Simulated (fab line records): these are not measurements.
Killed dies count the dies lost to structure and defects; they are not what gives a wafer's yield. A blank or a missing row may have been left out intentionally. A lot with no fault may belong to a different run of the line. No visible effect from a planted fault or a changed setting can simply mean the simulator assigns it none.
Which of the tools did it? :: flow n5Finfet :: Sampling: 10 lots, 29 wafers, 3 of 1938 route steps

== WHAT THE GAUGES READ, wafer by wafer ==
N5_BEOL_M4_RC_MEAS_101.
lot: L379
measured: day 8 17:21
on: prober-02
DIBL_N (mV/V): 37.6 40.3 36.1
DIBL_P (mV/V): 37.9 40.5 35.1
IOFF_N (nA/um): 0.16 0.23 0.15
IOFF_P (nA/um): 0.23 0.27 0.18
ION_N (uA/um): 671 691 666
ION_P (uA/um): 455 471 453
SS_N (mV/dec): 71.6 71.8 70.9
SS_P (mV/dec): 73.9 75.4 73.0
VT_N (mV): 248 243 251
VT_P (mV): -250 -247 -253

lot: L383
measured: day 9 17:25
on: prober-02
DIBL_N (mV/V): 38.1 35.4 39.0
DIBL_P (mV/V): 38.5 33.8 39.9
IOFF_N (nA/um): 0.20 0.14 0.22
IOFF_P (nA/um): 0.25 0.18 0.28
ION_N (uA/um): 687 670 688
ION_P (uA/um): 464 456 473
SS_N (mV/dec): 71.9 71.4 72.3
SS_P (mV/dec): 73.6 72.7 74.6
VT_N (mV): 246 251 245
VT_P (mV): -249 -252 -248

lot: L386
measured: day 10 21:35
on: prober-01
DIBL_N (mV/V): 36.3 36.0 35.0
DIBL_P (mV/V): 34.0 33.9 32.9
IOFF_N (nA/um): 0.13 0.13 0.12
IOFF_P (nA/um): 0.17 0.16 0.16
ION_N (uA/um): 664 671 658
ION_P (uA/um): 456 453 458
SS_N (mV/dec): 70.8 70.9 71.3
SS_P (mV/dec): 72.6 73.0 72.2
VT_N (mV): 253 252 256
VT_P (mV): -258 -255 -256

lot: L385
measured: day 10 22:04
on: prober-02
DIBL_N (mV/V): 34.9 35.3 34.3
DIBL_P (mV/V): 34.9 33.9 33.7
IOFF_N (nA/um): 0.15 0.15 0.14
IOFF_P (nA/um): 0.20 0.19 0.19
ION_N (uA/um): 681 666 667
ION_P (uA/um): 470 458 469
SS_N (mV/dec): 71.3 71.8 71.0
SS_P (mV/dec): 73.2 72.7 72.7
VT_N (mV): 247 249 250
VT_P (mV): -250 -248 -253

lot: L389
measured: day 12 10:33
on: prober-02
DIBL_N (mV/V): 35.0 35.8
DIBL_P (mV/V): 34.6 35.2
IOFF_N (nA/um): 0.12 0.13
IOFF_P (nA/um): 0.17 0.18
ION_N (uA/um): 667 664
ION_P (uA/um): 456 452
SS_N (mV/dec): 71.5 71.1
SS_P (mV/dec): 72.6 72.2
VT_N (mV): 256 254
VT_P (mV): -254 -252

lot: L391
measured: day 13 01:29
on: prober-01
DIBL_N (mV/V): 37.5 38.6 37.2
DIBL_P (mV/V): 36.2 39.0 37.2
IOFF_N (nA/um): 0.16 0.19 0.16
IOFF_P (nA/um): 0.18 0.22 0.19
ION_N (uA/um): 668 682 672
ION_P (uA/um): 446 451 452
SS_N (mV/dec): 72.7 71.7 72.5
SS_P (mV/dec): 73.4 73.4 73.2
VT_N (mV): 253 247 254
VT_P (mV): -259 -252 -253

lot: L393
measured: day 13 06:35
on: prober-02
DIBL_N (mV/V): 33.7 38.1 34.3
DIBL_P (mV/V): 34.0 39.5 34.0
IOFF_N (nA/um): 0.11 0.18 0.11
IOFF_P (nA/um): 0.16 0.24 0.15
ION_N (uA/um): 664 683 661
ION_P (uA/um): 456 474 453
SS_N (mV/dec): 71.0 72.7 70.8
SS_P (mV/dec): 72.5 73.6 72.9
VT_N (mV): 255 252 255
VT_P (mV): -252 -250 -255

lot: L396
measured: day 13 19:34
on: prober-01
DIBL_N (mV/V): 33.3 33.8 35.5
DIBL_P (mV/V): 34.4 34.5 36.3
IOFF_N (nA/um): 0.14 0.12 0.16
IOFF_P (nA/um): 0.16 0.16 0.19
ION_N (uA/um): 686 662 674
ION_P (uA/um): 462 455 456
SS_N (mV/dec): 72.0 71.7 71.9
SS_P (mV/dec): 72.5 73.3 73.9
VT_N (mV): 250 254 250
VT_P (mV): -254 -253 -253

lot: L398
measured: day 14 06:35
on: prober-01
DIBL_N (mV/V): 38.7 36.4 35.9
DIBL_P (mV/V): 38.4 35.0 34.8
IOFF_N (nA/um): 0.20 0.16 0.14
IOFF_P (nA/um): 0.27 0.21 0.20
ION_N (uA/um): 687 684 678
ION_P (uA/um): 466 465 468
SS_N (mV/dec): 72.4 71.9 71.1
SS_P (mV/dec): 74.0 73.6 73.4
VT_N (mV): 247 249 252
VT_P (mV): -246 -250 -253

lot: L401
measured: day 15 11:43
on: prober-01
DIBL_N (mV/V): 36.4 34.1 34.1
DIBL_P (mV/V): 35.3 32.6 32.6
IOFF_N (nA/um): 0.16 0.13 0.13
IOFF_P (nA/um): 0.21 0.17 0.18
ION_N (uA/um): 669 673 676
ION_P (uA/um): 459 464 466
SS_N (mV/dec): 71.8 71.4 71.1
SS_P (mV/dec): 73.7 72.4 73.0
VT_N (mV): 250 253 251
VT_P (mV): -250 -253 -252

N5_MIM_TOP_LITHO_INSPECT_12: inspects for defects (macro).
lot: L379
measured: day 12 15:49
on: defectInspect-01
rawDefectCount: 4 2 2

lot: L383
measured: day 14 17:38
on: defectInspect-01
rawDefectCount: 5 2 7

lot: L386
measured: day 15 07:22
on: defectInspect-02
rawDefectCount: 1 0 3

lot: L385
measured: day 14 21:42
on: defectInspect-01
rawDefectCount: 3 3 2

lot: L389
measured: day 16 20:29
on: defectInspect-01
rawDefectCount: 1 0

lot: L391
measured: day 17 16:23
on: defectInspect-01
rawDefectCount: 3 4 4

lot: L393
measured: day 17 08:05
on: defectInspect-01
rawDefectCount: 1 2 2

lot: L396
measured: day 18 07:18
on: defectInspect-02
rawDefectCount: 4 1 3

lot: L398
measured: day 18 15:40
on: defectInspect-02
rawDefectCount: 2 2 2

lot: L401
measured: day 19 23:04
on: defectInspect-01
rawDefectCount: 4 0 2

== EACH LOT AND THE TOOL THAT RAN IT (in order: tool; ch and the chambers of the sampled wafers; start) ==
lot: L379
N5_MIM_BOT_DEGAS_01: pvdSputter-02, day 12 14:37

lot: L383
N5_MIM_BOT_DEGAS_01: pvdSputter-02, day 14 13:33

lot: L386
N5_MIM_BOT_DEGAS_01: pvdSputter-01, day 15 06:17

lot: L385
N5_MIM_BOT_DEGAS_01: pvdSputter-02, day 14 20:26

lot: L389
N5_MIM_BOT_DEGAS_01: pvdSputter-02, day 16 15:27

lot: L391
N5_MIM_BOT_DEGAS_01: pvdSputter-02, day 17 15:14

lot: L393
N5_MIM_BOT_DEGAS_01: pvdSputter-02, day 17 06:34

lot: L396
N5_MIM_BOT_DEGAS_01: pvdSputter-03, day 18 05:54

lot: L398
N5_MIM_BOT_DEGAS_01: pvdSputter-02, day 18 14:10

lot: L401
N5_MIM_BOT_DEGAS_01: pvdSputter-02, day 19 20:29
- N5_MIM_BOT_DEGAS_01: time 60 s.

== WHAT THE TOOLS THEMSELVES READ (means of the sampled wafers that have a number; where no wafer has one, the mark that the record gives instead) ==
N5_MIM_BOT_DEGAS_01.
lot: L379
tool: pvdSputter-02
heaterPowerW (W): 480

lot: L383
tool: pvdSputter-02
heaterPowerW (W): 485

lot: L386
tool: pvdSputter-01
heaterPowerW (W): 450

lot: L385
tool: pvdSputter-02
heaterPowerW (W): 434

lot: L389
tool: pvdSputter-02
heaterPowerW (W): 484

lot: L391
tool: pvdSputter-02
heaterPowerW (W): 468

lot: L393
tool: pvdSputter-02
heaterPowerW (W): 461

lot: L396
tool: pvdSputter-03
heaterPowerW (W): 464

lot: L398
tool: pvdSputter-02
heaterPowerW (W): 466

lot: L401
tool: pvdSputter-02
heaterPowerW (W): 473

== THE ANSWER, worked out from the rows above alone ==
Rule: usual is defined by the lots themselves. The widest of any qualifying gaps counts: lots, ordered by their means at a reading, are off when they make up no more than a third of the lots, leave a main group of 4 or more, and stand apart from it by 3 or more times the standard deviation of that group's means. The tables above print the reading to a certain number of digits; a main group whose means all agree to those digits is not used. Also off: a lot with no number at a reading for which 4 or more lots have one. The other lots that the step has rows for count as sound. First the gauges in route order, then the tools' own readings, where a lot's mean is used as printed above. At the first step where some lot is off, the reading lying furthest off is the one used; lots without a number count as furthest.
No lot is off at any reading shown: from this, nothing can be told.

== WHAT WAS PUT IN BY THE SIMULATOR ==
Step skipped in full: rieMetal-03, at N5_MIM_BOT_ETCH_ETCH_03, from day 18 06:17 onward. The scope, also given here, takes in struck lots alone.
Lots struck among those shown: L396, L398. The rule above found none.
